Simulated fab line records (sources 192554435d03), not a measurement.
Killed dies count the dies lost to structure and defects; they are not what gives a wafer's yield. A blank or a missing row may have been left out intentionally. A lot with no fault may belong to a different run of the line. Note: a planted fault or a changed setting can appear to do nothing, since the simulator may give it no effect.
fab line records	flow n5-finfet
record lots=6	wafers=16	last-day=17
route steps=1938 shown SD_EPI_P@309 SD_ACTIVATION@330 ILD0@335 SDB@347 MOL_CONTACT_COAG@538 PASSIVATION@1936
lots untouched by any fault: they come from a run of this same line in which no faults occurred
start-h: hours from the record's first day to the start of the lot's first wafer shown	wait-h: how many hours have passed since the lot's step before this one	" as in the row above	L1.1+2: several wafers, shown together as one row	- no value present, or no start provided	* or withheld: withheld	< > ~ a bound
route shown NAME@n: names a module that has steps shown in the file, with the first one's number in the route	usual: mean/standard deviation of fault-free wafers	same: alike in all rows	chamber/n: place in a boat	sites: readings site by site	_std_site: the standard deviation of these	_edge_site: mean of outer sites minus mean of inner sites	radius-mm: for every site, how far away it sits from the centre of the wafer	mask NAME#n: copy n	behind: the last tool/chamber to shape the wafer	hold: what put the lot on hold/how long, in hours/how the hold closed	device: transistor that didn't switch, given as n, p or np	end of line: tests run on the same wafers once the route is complete	a step given without rows: its recipe and nothing more	killed: not the wafer's yield, but the dies lost to structure and defects at the first sort	map: a wafer's dies, marking killed ones x, the rest . and places with no die _
set.NAME: the setting that was run; set.NAME@STEP: the one run at that earlier step	model.NAME: the simulator's own value behind a step, which no gauge read
a table for each step, a row for each wafer; lots at some steps of the route
services: a tool's chamber out of use, with start hour (start-h, from the record's first day; less than 0 if before it), hours out, and reason
## steps
# step N5_SD_EPI_P_STRIP_38
# recipe chemistry=N2/H2	temp-c=40	n2-flow-sccm=200	h2-flow-sccm=200	rf-frequency-hz=6e+07
# step N5_SD_EPI_P_ETCHBACK_46
# recipe chemistry=CH3F/O2	mode=anisotropic-etchback	target=SiNx	target-depth-a=175	stop-on=SiO2	over-etch-frac=0.3	ion-energy-ev=120	pressure-mtorr=30	source-w=395	bias-w=73	Ar_flow_sccm=150	CH3F_flow_sccm=30	O2_flow_sccm=20
# step N5_SD_EPI_P_ETCH_47
# recipe chemistry=CH3F/O2	target=SiOCN	target-depth-a=250	mask-material=SOC	ion-energy-ev=60	bias-w=29	pressure-mtorr=30	source-w=410	Ar_flow_sccm=150	CH3F_flow_sccm=30	O2_flow_sccm=20
# step N5_SD_EPI_P_ETCH_16
# recipe chemistry=CHF3/O2	target=SiO2	target-depth-a=50	mask-material=SOC	pressure-mtorr=30	source-w=650	bias-w=170	Ar_flow_sccm=200	CHF3_flow_sccm=50	O2_flow_sccm=5	ion-energy-ev=200
# usual drypump-motor-current-A=5.6/0.52	oes-product-au=0.78/0.088	rf-vpp-V=514/11	showerhead-plenum-p-Torr=2.39/0.1	throttle-valve-pct=18.97/0.22
lot.wafer	tool	chamber	start-h	wait-h	drypump-motor-current-A	oes-product-au	rf-hours-counter-h	rf-vpp-V	showerhead-plenum-p-Torr	throttle-valve-pct
L319.4	rie-diel-03	3	85.43	0.0	6.5	0.70	-	501	2.27	18.83
L319.5	"	2	"	"	5.2	0.91	-	523	2.37	18.96
L321.2	rie-diel-03	3	98.05	0.1	6.5	0.70	210	500	2.27	18.83
L321.4	"	0	"	"	5.9	0.70	190	510	2.50	18.84
L321.5	"	3	"	"	6.5	0.70	-	501	2.27	18.82
L323.1	rie-diel-02	3	107.05	0.1	6.0	0.68	234	533	2.50	19.11
L323.6	"	3	"	"	6.0	0.67	-	534	2.50	19.11
L330.2	rie-diel-03	1	152.16	0.1	5.0	0.92	18	508	2.56	18.59
L330.4	"	0	"	"	5.9	0.69	203	509	2.49	18.85
L330.6	"	2	"	"	5.3	0.87	-	522	2.36	19.00
L336.1	rie-diel-03	3	186.63	0.1	6.4	0.68	234	503	2.26	18.87
L336.2	"	2	"	"	5.3	0.83	46	523	2.36	19.03
L336.3	"	1	"	"	5.0	0.88	30	510	2.56	18.63
L337.1	rie-diel-03	2	196.87	0.1	5.3	0.84	51	523	2.36	19.03
L337.3	"	1	"	"	5.0	0.88	34	510	2.55	18.62
L337.5	"	3	"	"	6.5	0.68	-	503	2.26	18.89
# step N5_SD_EPI_P_STRIP_50
# recipe chemistry=CHF3/O2	resist=SiARC	rf-frequency-hz=6e+07
# step N5_SD_EPI_P_SD_RECESS_17
# recipe chemistry=HBr/Cl2/O2	target-depth-a=391	bt-time-s=3	pressure-mtorr=10	icp-w=800	bias-w=112	HBr_flow_sccm=150	Cl2_flow_sccm=80	O2_flow_sccm=12
# step N5_SD_EPI_P_WET_ETCH_45
# recipe chemistry=dHF	dilution=withheld	time-s=10.7	target=SiO2	target-depth-a=20	temp-c=25	dry=ipa-marangoni	rinse-time-s=30	rinse-temp-c=23
# step N5_SD_EPI_P_STRIP_40
# recipe chemistry=N2/H2	power-w=1000	temp-c=250	h2-frac=0.65	overash-fraction=0.3	pressure-mtorr=withheld	n2-flow-sccm=1750	h2-flow-sccm=3250
# step N5_SD_EPI_P_PRECLEAN_52
# recipe chemistry=O3/DIW	time-s=60	temp-c=22	o3-ppm=10
# step N5_SD_EPI_P_SRD_20
# recipe dry=ipa-marangoni	do-ppb=5	time-s=30	temp-c=23	rinse-liquid=diw
# step N5_SD_EPI_P_PRECLEAN_51
# recipe chemistry=NF3:NH3	afs-cycles=1	temp-c=30	time-s=20	sublimation-temp-c=180	sublimation-time-s=60	pressure-torr=3	rf-power-w=30
# step N5_SD_EPI_P_VAPOR_ETCH_44
# recipe chemistry=NF3/Ar	target=SiGe30	temp-c=25	time-s=3.3	mode=isotropic
# step N5_SD_EPI_P_EPI_21
# recipe material=SiGe:B	dopant=B	temp-c=550	pressure-torr=20	ambient=H2	time-s=355
# usual epi-growth-time-s=355/0
lot.wafer	tool	chamber	start-h	wait-h	epi-growth-time-s	model.SiGe-B_of_SD_EPI_P_EPI_21.thk-nm
L319.4	epi-rpcvd-04	0	87.58	1.5	355	61.4
L319.5	"	0	"	"	355	61.2
L321.2	epi-rpcvd-03	0	99.38	0.6	355	62.2
L321.4	"	0	"	"	355	62.4
L321.5	"	0	"	"	313.25	57.6
L323.1	epi-rpcvd-03	0	107.81	0.1	355	60.6
L323.6	"	0	109.61	1.8	313.25	57
L330.2	epi-rpcvd-02	0	153.49	0.6	355	61.8
L330.4	"	0	"	"	355	61.4
L330.6	"	0	"	"	355	61.4
L336.1	epi-rpcvd-02	0	187.67	0.3	355	60
L336.2	"	0	"	"	355	60.8
L336.3	"	0	"	"	355	59.8
L337.1	epi-rpcvd-03	0	197.64	0.1	355	61.8
L337.3	"	0	"	"	355	61.6
L337.5	"	0	"	"	355	61
# step N5_SD_EPI_P_EPI_MEAS_23
# recipe mode=xrd
# usual thk-nm=61.1/1.2
lot.wafer	tool	chamber	start-h	wait-h	thk-nm
L319.4	film-metro-01	-	89.06	1.0	60.8
L319.5	"	-	"	"	59.4
L321.2	film-metro-02	-	101.82	2.0	63.0
L321.4	"	-	"	"	62.6
L321.5	"	-	"	"	57.6
L323.1	film-metro-02	-	110.01	1.8	61.2
L323.6	"	-	"	"	56.2
L330.2	film-metro-01	-	155.93	2.0	63.1
L330.4	"	-	"	"	62.4
L330.6	"	-	"	"	62.3
L336.1	film-metro-02	-	191.54	3.2	60.3
L336.2	"	-	"	"	62.4
L336.3	"	-	"	"	60.4
L337.1	film-metro-01	-	199.83	1.8	61.8
L337.3	"	-	"	"	62.0
L337.5	"	-	"	"	59.7
# step N5_SD_EPI_P_HM_STRIP_48
# recipe chemistry=H3PO4	temp-c=160	material=SiNx	target=SiNx	target-depth-a=30	overetch-fraction=0.3
# step N5_SD_EPI_P_SRD_49
# recipe dry=ipa-marangoni	time-s=30	temp-c=23	rinse-liquid=diw
# step N5_SD_EPI_P_PRECLEAN_24
# recipe chemistry=O3/DIW	time-s=45	temp-c=22	o3-ppm=10
# step N5_SD_EPI_P_PRECLEAN_32
# recipe chemistry=dHF	time-s=10	dilution=500:1	temp-c=25
# step N5_SD_EPI_P_PRECLEAN_33
# recipe chemistry=SC2	time-s=45	temp-c=35	mix=1:1:50
# step N5_SD_EPI_P_SRD_25
# recipe time-s=30	temp-c=23	rinse-liquid=diw	dry=ipa-marangoni
# step N5_SD_EPI_P_INSPECT_26
# recipe inspect-instrument=darkfield	mode=post-epi
# usual raw-defect-count=167/35
lot.wafer	tool	chamber	start-h	wait-h	raw-defect-count
L319.4	defect-inspect-01	-	89.23	0.0	179
L319.5	"	-	"	"	113
L321.2	defect-inspect-01	-	101.99	0.0	215
L321.4	"	-	"	"	258
L321.5	"	-	"	"	196
L323.1	defect-inspect-02	-	110.19	0.0	169
L323.6	"	-	"	"	248
L330.2	defect-inspect-02	-	156.10	0.0	161
L330.4	"	-	"	"	223
L330.6	"	-	"	"	167
L336.1	defect-inspect-01	-	191.72	0.0	147
L336.2	"	-	"	"	183
L336.3	"	-	"	"	177
L337.1	defect-inspect-02	-	200.01	0.0	146
L337.3	"	-	"	"	120
L337.5	"	-	"	"	137
# step N5_SD_ACTIVATION_RTA_00
# recipe temp-c=975	time-s=0	ambient=N2	idle-temp-c=600	ramp-up-c-per-s=150	ramp-down-c-per-s=60	cool-to-c=600
# step N5_SD_ACTIVATION_LSA_01
# recipe temp-c=1080	time-s=0.0008	ambient=N2
# step N5_SD_ACTIVATION_INSPECT_02
# recipe inspect-instrument=darkfield	mode=post-anneal
# usual raw-defect-count=168/36
lot.wafer	tool	chamber	start-h	wait-h	raw-defect-count
L319.4	defect-inspect-02	-	90.18	0.1	155
L319.5	"	-	"	"	102
L321.2	defect-inspect-01	-	102.76	0.1	201
L321.4	"	-	"	"	282
L321.5	"	-	"	"	199
L323.1	defect-inspect-01	-	110.94	0.2	169
L323.6	"	-	"	"	259
L330.2	defect-inspect-02	-	156.92	0.1	173
L330.4	"	-	"	"	239
L330.6	"	-	"	"	151
L336.1	defect-inspect-01	-	192.48	0.2	155
L336.2	"	-	"	"	178
L336.3	"	-	"	"	157
L337.1	defect-inspect-01	-	200.76	0.2	156
L337.3	"	-	"	"	134
L337.5	"	-	"	"	151
# step N5_ILD0_LINER_00
# recipe material=SiNx	target-thk-a=40	temp-c=400	ald-precursor-family=SiH2I2	ald-co-reactant=N2/H2-plasma	pulse-time-s=1	purge-time-s=2	co-reactant-purge-time-s=2	ald-cycles=80	pressure-torr=2
# usual heater-power-w=853/91	precursor-pulse-height-rel=0.998/0.02
lot.wafer	tool	chamber	start-h	wait-h	heater-power-w	precursor-pulse-height-rel
L319.4	ald-sin-02	2	90.75	0.6	846	1.041
L319.5	"	0	"	"	800	1.002
L321.2	ald-sin-03	2	102.79	0.0	865	0.995
L321.4	"	0	"	"	875	0.988
L321.5	"	1	"	"	1039	0.992
L323.1	ald-sin-02	3	110.98	0.0	836	0.963
L323.6	"	0	"	"	830	0.997
L330.2	ald-sin-01	0	156.96	0.0	836	1.004
L330.4	"	3	"	"	916	0.971
L330.6	"	2	"	"	841	1.003
L336.1	ald-sin-03	3	192.55	0.1	741	1.026
L336.2	"	2	"	"	841	0.972
L336.3	"	0	"	"	846	1.021
L337.1	ald-sin-03	3	200.80	0.0	736	1.005
L337.3	"	0	"	"	842	0.988
L337.5	"	2	"	"	843	1.034
# step N5_ILD0_FCVD_FILL_01
# recipe material=SiO2_flowable	target-thk-a=2000	temp-c=100	pressure-torr=0.8	rf-w=2000	time-s=328.3
# step N5_ILD0_CURE_02
# recipe temp-c=450	time-s=1800	ambient=steam	idle-temp-c=400	ramp-up-c-per-min=5	ramp-down-c-per-min=3	densification-p-h2o-torr=640
# step N5_ILD0_CMP_03
# recipe stop-on=SiNx	t-overpolish-s=1.9	post-cmp-clean=alkaline-brush	down-force-psi=4.1491	platen-rpm=51.796	pad-velocity-m-s=1.0306	target-thk-nm=197.38
# step N5_ILD0_THK_MEAS_04
# usual thk-nm=196.8/1.4
lot.wafer	tool	chamber	start-h	wait-h	thk-nm
L319.4	film-metro-02	-	93.43	0.2	195.3
L319.5	"	-	"	"	195.3
L321.2	film-metro-02	-	105.45	-	197.4
L321.4	"	-	"	"	196.9
L321.5	"	-	"	"	193.8
L323.1	film-metro-01	-	113.77	-	199.0
L323.6	"	-	"	"	196.3
L330.2	film-metro-02	-	159.83	-	196.5
L330.4	"	-	"	"	197.4
L330.6	"	-	"	"	198.4
L336.1	film-metro-02	-	195.23	-	195.1
L336.2	"	-	"	"	197.8
L336.3	"	-	"	"	198.1
L337.1	film-metro-02	-	203.82	-	197.3
L337.3	"	-	"	"	197.1
L337.5	"	-	"	"	195.2
# step N5_ILD0_CMP_07
# recipe stop-on=poly-Si	material=SiO2_flowable	t-overpolish-s=1.18	post-cmp-clean=alkaline-brush	down-force-psi=4.1491	platen-rpm=51.796	pad-velocity-m-s=1.0306	target-thk-nm=138.88
# usual motor-current-A=12.9/1.2
lot.wafer	tool	chamber	start-h	wait-h	motor-current-A
L319.4	cmp-03	2	93.73	0.3	14.0
L319.5	"	0	"	"	13.9
L321.4	cmp-04	0	105.48	0.0	12.1
L321.2	"	2	"	"	14.6
L321.5	"	0	"	"	11.8
L323.1	cmp-03	2	113.80	0.0	13.7
L323.6	"	3	"	"	14.4
L330.4	cmp-04	2	159.89	0.1	14.1
L330.2	"	3	"	"	12.9
L330.6	"	2	"	"	14.9
L336.3	cmp-01	3	195.29	0.1	12.7
L336.1	"	0	"	"	12.3
L336.2	"	1	"	"	12.1
L337.1	cmp-03	1	203.92	0.1	12.3
L337.3	"	2	"	"	13.7
L337.5	"	3	"	"	14.5
# step N5_ILD0_THK_MEAS_08
# usual thk-nm=138.8/1.6
lot.wafer	tool	chamber	start-h	wait-h	thk-nm
L319.4	film-metro-02	-	93.91	-	136.2
L319.5	"	-	"	"	139.3
L321.2	film-metro-01	-	105.78	-	137.6
L321.4	"	-	"	"	137.9
L321.5	"	-	"	"	137.9
L323.1	film-metro-01	-	114.09	-	138.1
L323.6	"	-	"	"	140.3
L330.2	film-metro-01	-	160.15	-	135.0
L330.4	"	-	"	"	137.8
L330.6	"	-	"	"	137.0
L336.1	film-metro-02	-	195.55	-	137.6
L336.2	"	-	"	"	139.7
L336.3	"	-	"	"	140.7
L337.1	film-metro-02	-	204.14	-	139.7
L337.3	"	-	"	"	138.9
L337.5	"	-	"	"	139.9
# step N5_ILD0_PRECLEAN_10
# recipe chemistry=NF3:NH3	afs-cycles=5	time-s=20	temp-c=30	sublimation-temp-c=180	sublimation-time-s=60	pressure-torr=3	rf-power-w=30
# step N5_ILD0_ALD_15
# recipe material=SiNx	target-thk-a=240	temp-c=400	ald-precursor-family=SiH2I2	ald-co-reactant=N2/H2-plasma	pulse-time-s=1	ald-cycles=480	purge-time-s=2	co-reactant-purge-time-s=2	pressure-torr=2
# usual heater-power-w=846/95	precursor-pulse-height-rel=1.002/0.02
lot.wafer	tool	chamber	start-h	wait-h	heater-power-w	precursor-pulse-height-rel
L319.4	ald-sin-03	3	94.85	0.5	732	0.985
L319.5	"	2	95.94	1.4	817	1.013
L321.2	ald-sin-01	3	106.50	0.5	913	1.013
L321.4	"	2	"	"	828	0.990
L321.5	"	3	107.58	1.2	882	1.009
L323.1	ald-sin-02	2	115.22	1.0	848	1.028
L323.6	"	3	116.31	1.5	845	0.958
L330.2	ald-sin-02	2	160.87	0.5	839	0.991
L330.4	"	0	"	"	789	0.996
L330.6	"	3	161.95	1.1	844	0.989
L336.1	ald-sin-01	0	196.27	0.6	839	0.997
L336.2	"	3	"	"	921	0.990
L336.3	"	2	"	"	848	1.003
L337.1	ald-sin-03	2	204.86	0.6	827	1.023
L337.3	"	0	"	"	840	0.989
L337.5	"	3	205.94	1.2	734	0.970
# step N5_ILD0_CMP_12
# recipe stop-on=poly-Si	material=SiNx	t-overpolish-s=6	post-cmp-clean=alkaline-brush	down-force-psi=2.5	platen-rpm=51.8	pad-velocity-m-s=1.0307	target-thk-nm=17.67
# usual motor-current-A=9.5/0.89	overpolish-run-s=6.002/0.0095	time-to-endpoint-s=28/3.8
lot.wafer	tool	chamber	start-h	wait-h	motor-current-A	overpolish-run-s	time-to-endpoint-s
L319.4	cmp-03	0	97.54	1.6	9.5	6.001	32
L319.5	"	1	"	"	9.0	5.997	26
L321.4	cmp-01	1	108.89	1.3	9.4	5.989	30
L321.2	"	3	"	"	8.8	6.010	33
L321.5	"	1	"	"	8.8	6.013	30
L323.1	cmp-01	1	117.50	1.2	8.9	6.000	33
L323.6	"	3	"	"	9.3	6.017	34
L330.2	cmp-03	0	163.07	1.1	9.8	5.982	31
L330.4	"	2	"	"	10.1	5.991	23
L330.6	"	0	"	"	9.9	6.007	31
L336.3	cmp-04	1	198.47	1.1	7.5	6.008	30
L336.1	"	2	"	"	10.8	5.993	27
L336.2	"	3	"	"	10.9	6.006	23
L337.3	cmp-03	2	207.06	1.1	10.3	6.004	27
L337.1	"	1	"	"	9.7	5.996	22
L337.5	"	2	"	"	9.5	6.012	24
# step N5_ILD0_THK_MEAS_13
# usual thk-nm=17.3/1.5
lot.wafer	tool	chamber	start-h	wait-h	thk-nm
L319.4	film-metro-02	-	97.72	-	19.5
L319.5	"	-	"	"	16.3
L321.2	film-metro-02	-	109.15	-	18.9
L321.4	"	-	"	"	18.9
L321.5	"	-	"	"	19.7
L323.1	film-metro-02	-	117.72	-	19.4
L323.6	"	-	"	"	20.9
L330.2	film-metro-02	-	163.36	-	18.1
L330.4	"	-	"	"	16.5
L330.6	"	-	"	"	17.4
L336.1	film-metro-02	-	198.76	-	16.5
L336.2	"	-	"	"	14.6
L336.3	"	-	"	"	18.7
L337.1	film-metro-02	-	207.35	-	14.4
L337.3	"	-	"	"	15.7
L337.5	"	-	"	"	14.8
# step N5_ILD0_INSPECT_06
# recipe inspect-instrument=darkfield	mode=post-cmp
# usual raw-defect-count=36/15
lot.wafer	tool	chamber	start-h	wait-h	raw-defect-count
L319.4	defect-inspect-01	-	97.75	0.0	19
L319.5	"	-	"	"	24
L321.2	defect-inspect-01	-	109.17	0.0	23
L321.4	"	-	"	"	35
L321.5	"	-	"	"	27
L323.1	defect-inspect-02	-	117.74	0.0	37
L323.6	"	-	"	"	20
L330.2	defect-inspect-01	-	163.39	0.0	22
L330.4	"	-	"	"	36
L330.6	"	-	"	"	20
L336.1	defect-inspect-02	-	198.79	0.0	35
L336.2	"	-	"	"	25
L336.3	"	-	"	"	46
L337.1	defect-inspect-02	-	207.38	0.0	42
L337.3	"	-	"	"	16
L337.5	"	-	"	"	28
# step N5_SDB_HM_DEP_00
# recipe material=SiNx	target-thk-a=400	temp-c=400	precursor=SiH4/NH3/N2	pressure-torr=1.5	rf-w=300	time-s=35.3
# step N5_SDB_COAT_03
# recipe resist=SOC	temp-c=250	time-s=60	spin-rpm=1500	resist-thk-nm=100
# step N5_SDB_COAT_04
# recipe resist=SiARC	temp-c=220	time-s=60	spin-rpm=1500	resist-thk-nm=18
# step N5_SDB_COAT_05
# recipe resist=CAR-ArF	spin-rpm=1500	resist-thk-nm=90
# step N5_MOL_CONTACT_COAG_ETCH_110
# recipe chemistry=CF4/O2	target=Si	target-depth-a=25	time-s=8	pressure-mtorr=100	source-w=200	bias-w=12	ion-energy-ev=60	Ar_flow_sccm=100	cf4-flow-sccm=100	O2_flow_sccm=10
# usual drypump-motor-current-A=5.7/0.4	oes-product-au=0.82/0.085	rf-vpp-V=127/5	showerhead-plenum-p-Torr=2.22/0.055	throttle-valve-pct=10.73/0.27
lot.wafer	tool	chamber	start-h	wait-h	drypump-motor-current-A	oes-product-au	rf-hours-counter-h	rf-vpp-V	showerhead-plenum-p-Torr	throttle-valve-pct	model.SiGe-B_of_SD_EPI_P_EPI_21.thk-nm
L319.4	rie-diel-01	0	121.34	0.0	6.3	0.80	120	131	2.27	10.83	58.4
L319.5	"	3	"	"	6.0	0.82	-	131	2.27	10.79	58.2
L321.2	rie-diel-01	2	131.55	0.0	5.3	0.77	119	119	2.32	10.79	59.4
L321.4	"	0	"	"	6.3	0.79	123	131	2.27	10.83	59.4
L321.5	"	2	"	"	5.3	0.77	-	119	2.32	10.80	54.8
L323.1	rie-diel-01	0	139.73	0.0	6.3	0.80	126	131	2.27	10.85	57.8
L323.6	"	1	"	"	5.7	0.69	-	130	2.18	11.27	54.4
L330.2	rie-diel-01	3	185.39	0.0	6.0	0.79	100	130	2.26	10.85	59
L330.4	"	2	"	"	5.3	0.74	137	120	2.32	10.86	58.6
L330.6	"	2	"	"	5.3	0.75	-	118	2.32	10.84	58.6
L336.1	rie-diel-04	0	222.22	0.0	5.9	0.76	140	123	2.13	10.72	57.2
L336.2	"	1	"	"	5.4	0.84	68	120	2.25	10.73	58
L336.3	"	3	"	"	6.0	0.91	39	132	2.18	10.41	57
L337.1	rie-diel-05	1	230.29	0.0	5.8	0.83	71	133	2.16	10.66	58.8
L337.3	"	2	"	"	6.7	0.69	202	123	2.19	11.20	58.8
L337.5	"	0	"	"	5.1	0.84	-	127	2.18	10.59	58
# step N5_PASSIVATION_PROBE_49
# usual killed_at_M0_to_M3=32/9.3	killed_at_M4_up=14/4.9	killed-at-contacts=15/7.5	killed-at-front-end=40/11	killed-at-other=4/3.3	killed-dies=104/17	killed-on-rim=13/4.2	killed-open=68/14	killed-short=33/7.9
# same gross-dies=1180	killed-at-back-side=0
lot.wafer	tool	chamber	start-h	wait-h	killed_at_M0_to_M3	killed_at_M4_up	killed-at-contacts	killed-at-front-end	killed-at-other	killed-dies	killed-on-rim	killed-open	killed-short
L319.4	prober-01	-	297.60	0.2	52	11	34	48	3	148	22	98	49
L319.5	prober-01	-	297.65	0.2	36	14	27	56	0	133	19	95	31
L321.2	prober-01	-	304.52	0.1	15	12	10	30	15	82	15	42	28
L321.4	prober-01	-	304.62	0.2	19	19	64	20	2	124	10	51	24
L321.5	prober-01	-	304.67	0.2	22	12	21	40	4	99	10	55	27
L323.1	prober-02	-	312.15	0.0	37	10	15	58	9	129	12	77	37
L323.6	prober-02	-	312.40	0.3	50	14	14	60	10	148	20	100	47
# killed by level:class
L319.4 MOL_CONTACT_COAG:geometric-particle:open=28 STI_FIN_REVEAL:geometric-particle:open=10 BEOL_M0_SAQP:geometric-particle:short=10 BEOL_M0_SAQP:geometric-particle:open=9 BEOL_M3:geometric-particle:open=9 FIN_SAQP:geometric-particle:open=7 BEOL_M2:geometric-particle:open=7 MOL_CONTACT_COAG:geometric-particle:short=6
L319.5 MOL_CONTACT_COAG:geometric-particle:open=23 FIN_SAQP:geometric-particle:open=16 STI_FIN_REVEAL:geometric-particle:open=16 BEOL_M2:geometric-particle:open=10 BEOL_M0_SAQP:geometric-particle:open=9 BEOL_M0_SAQP:geometric-particle:short=9 STI_FIN_REVEAL:geometric-particle:short=5 BEOL_M4:geometric-particle:open=5
L321.2 PASSIVATION:area-etch=11 DUMMY_GATE:geometric-particle:open=7 FIN_SAQP:geometric-particle:short=6 MOL_CONTACT_COAG:geometric-particle:open=6 BEOL_M0_SAQP:geometric-particle:short=6 BEOL_M4:geometric-particle:open=6 STI_FIN_REVEAL:geometric-particle:open=5 MOL_CONTACT_COAG:geometric-particle:short=4
L321.4 MOL_CONTACT_COAG:area-etch=49 MOL_CONTACT_COAG:geometric-particle:open=13 BEOL_M4:geometric-particle:open=11 BEOL_M0_SAQP:geometric-particle:short=9 DUMMY_GATE:geometric-particle:open=6 BEOL_M2:geometric-particle:open=4 STI_FIN_REVEAL:geometric-particle:open=3 GATE_CUT:geometric-particle:short=3
L321.5 MOL_CONTACT_COAG:geometric-particle:open=10 MOL_CONTACT_COAG:area-etch=9 FIN_CUT:area-etch=8 STI_FIN_REVEAL:geometric-particle:open=7 BEOL_M2:geometric-particle:open=7 STI_FIN_REVEAL:geometric-particle:short=6 FIN_SAQP:geometric-particle:open=5 BEOL_M4:geometric-particle:open=5
L323.1 HKMG_FIN:area-etch=15 MOL_CONTACT_COAG:geometric-particle:open=13 FIN_SAQP:geometric-particle:open=11 BEOL_M0_SAQP:geometric-particle:short=8 BEOL_M1:geometric-particle:open=8 BEOL_M2:geometric-particle:open=8 STI_FIN_REVEAL:geometric-particle:open=6 FIN_SAQP:geometric-particle:short=5
L323.6 BEOL_M0_SAQP:geometric-particle:open=16 MOL_CONTACT_COAG:geometric-particle:open=13 BEOL_M0_SAQP:geometric-particle:short=12 FIN_SAQP:geometric-particle:open=10 FIN_SAQP:geometric-particle:short=10 BEOL_M1:geometric-particle:open=9 BEOL_M4:geometric-particle:open=9 DUMMY_GATE:geometric-particle:open=8
## services
tool	chamber	start-h	hours	kind
cmp-01	-	62.88	1.3	repair
rie-diel-05	0	64.07	2.2	repair
ald-sin-02	2	70.99	11.1	repair
cmp-01	-	77.63	3.9	repair
cmp-03	-	84.39	5.3	pm
rie-diel-04	0	87.45	6.6	repair
cmp-01	-	91.16	17.3	pm
ald-sin-02	-	102.55	2.8	pm
rie-diel-03	0	115.96	8.9	repair
cmp-03	-	128.69	10.4	pm
cmp-01	-	141.81	1.9	repair
cmp-04	-	145.70	4.9	pm
rie-diel-04	-	148.85	0.1	repair
ald-sin-03	0	149.07	8.7	repair
ald-sin-03	-	164.77	4.3	pm
cmp-03	-	165.98	4.6	repair
rie-diel-04	2	172.28	4.3	repair
ald-sin-03	-	176.75	14.0	pm
cmp-04	-	184.76	10.6	repair
cmp-01	-	187.15	1.7	repair
cmp-03	-	195.14	4.0	pm
ald-sin-01	-	199.61	1.2	repair
cmp-01	-	207.58	2.0	repair
cmp-01	-	226.68	4.9	pm
## key
first-sign step=N5_SD_EPI_P_EPI_21	reading=epi-growth-time-s	direction=down	sigmas=99+	usual=*	struck=*
effect step=N5_SD_EPI_P_EPI_MEAS_23	reading=thk-nm	direction=down	sigmas=3.5	usual=*	struck=*
model-effect step=N5_SD_EPI_P_EPI_21	value=SiGe-B_of_SD_EPI_P_EPI_21.thk-nm	without=62.1	struck=57.3
model-effect step=N5_MOL_CONTACT_COAG_ETCH_110	value=SiGe-B_of_SD_EPI_P_EPI_21.thk-nm	without=59.2	struck=54.6
met-at N5_SD_EPI_P_EPI_21
struck-wafers L321.5,L323.6
tester-left-out L321,L323
baseline-loss step=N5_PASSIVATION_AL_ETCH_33	wafers=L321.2
baseline-loss step=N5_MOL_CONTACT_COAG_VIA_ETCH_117	wafers=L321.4
baseline-loss step=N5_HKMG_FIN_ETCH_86	wafers=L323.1
fault kind=process-parameter-drift	tool=epi-rpcvd-03	chamber=-	onset-h=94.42	steps=N5_SD_EPI_P_EPI_21	channel=epi-growth-time-s	offset=*	shape=step	end-h=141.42	scope=struck-wafers-only	acts-in=*	stated=*
# tester-left-out: of these lots the tester's yield and bins aren't shown, on N5 and GAA mostly nor the transistor test; their killed dies are dies lost to structure and defects alone, not to doping, threshold or leakage, so they don't give the yield
# baseline-loss: these wafers lose ten dies or more at that step, a loss of the line's own and not of a fault; the sort's usual values leave them out
